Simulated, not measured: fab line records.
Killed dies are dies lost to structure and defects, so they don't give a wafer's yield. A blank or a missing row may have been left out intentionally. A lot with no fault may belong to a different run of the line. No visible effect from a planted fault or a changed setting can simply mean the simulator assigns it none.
8D (eight disciplines) problem report, filled in by code ; flow n5-finfet ; the parts of the form that need people (team, actions taken, sign-off) are left out

== 1. THE ISSUE ==
Mean of spin-speed-rpm at N5_BEOL_M3_COAT_61: 1297.4 rpm across 6 wafers in 2 lots; on wafers with no fault it is 1499.8 rpm (standard deviation 1.1). That is -99 or more standard deviations from the usual mean.
The step: time 60 s, resist thk 60 nm.
Seen first at day 10 09:41 on litho-track-04, wafer L115.2. Wafers with a number at this step in the record: 33, from 11 lots. Rule for "out" (also "out of limits"): further than 4 standard deviations from the usual mean. The other wafers with a number count as sound.

== 2. WHAT THIS IS AND IS NOT ==
question;is;is not
which readings at this step;spin-speed-rpm;-
which lots;L112, L115;L103, L106, L110, L111, L118, L123, L124, L125, L126
which wafers of those lots;all that have a number;-
read on which tools;litho-track-04;litho-track-01, litho-track-03
when;from day 10 09:41;"up to then (12 sound wafers); but 15 sound wafers of L118, L123, L124, L125, L126 came after"

== 3. SUSPECTS, AND WHAT RULES EACH OUT ==
Counting: a tool at a process step up to the reading stays a suspect if it ran every lot that is out and no sound lot after the first of them.
- litho-track-04 at N5_BEOL_M3_COAT_61 (time 60 s, resist thk 60 nm): ruled out as a lasting fault. Following L115 (day 10 09:41), the first lot on it that is out, the sound lots L125, L124 were run on it.
Left after counting: nothing in the record.

== 4. THE CAUSE (what the simulator had put in) ==
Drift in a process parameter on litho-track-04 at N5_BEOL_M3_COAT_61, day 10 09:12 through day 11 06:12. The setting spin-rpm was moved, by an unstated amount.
Counting ruled it out, wrongly.

== 5. THE CHAIN OF EFFECTS, in route order ==
One row per reading whose mean, taken over the struck wafers that have a number, lies over 3 standard deviations from the usual. Only readings whose record carries a usual standard deviation are examined. hours: median over the lots of the time between each lot's start at the first step of this table that gives one and its start at this step. sigmas: the change, counted in usual standard deviations.
hours;step;reading;usual;on struck wafers;change;sigmas
0;N5_BEOL_M3_COAT_61;spin-speed-rpm;1499.8 rpm;1297.4;-202.4;-99 or more
Process steps it contains:
- N5_BEOL_M3_COAT_61: time 60 s, resist thk 60 nm.
Later measuring or inspecting steps at which every struck wafer that the step has a row for has a number for every such reading, and none has moved that far: N5_BEOL_M4_RC_MEAS_101.

== 6. WHAT WOULD HAVE CAUGHT IT SOONER ==
The fault began at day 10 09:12; the first out-of-limits reading in this record came at day 10 09:41, 0 hours later.
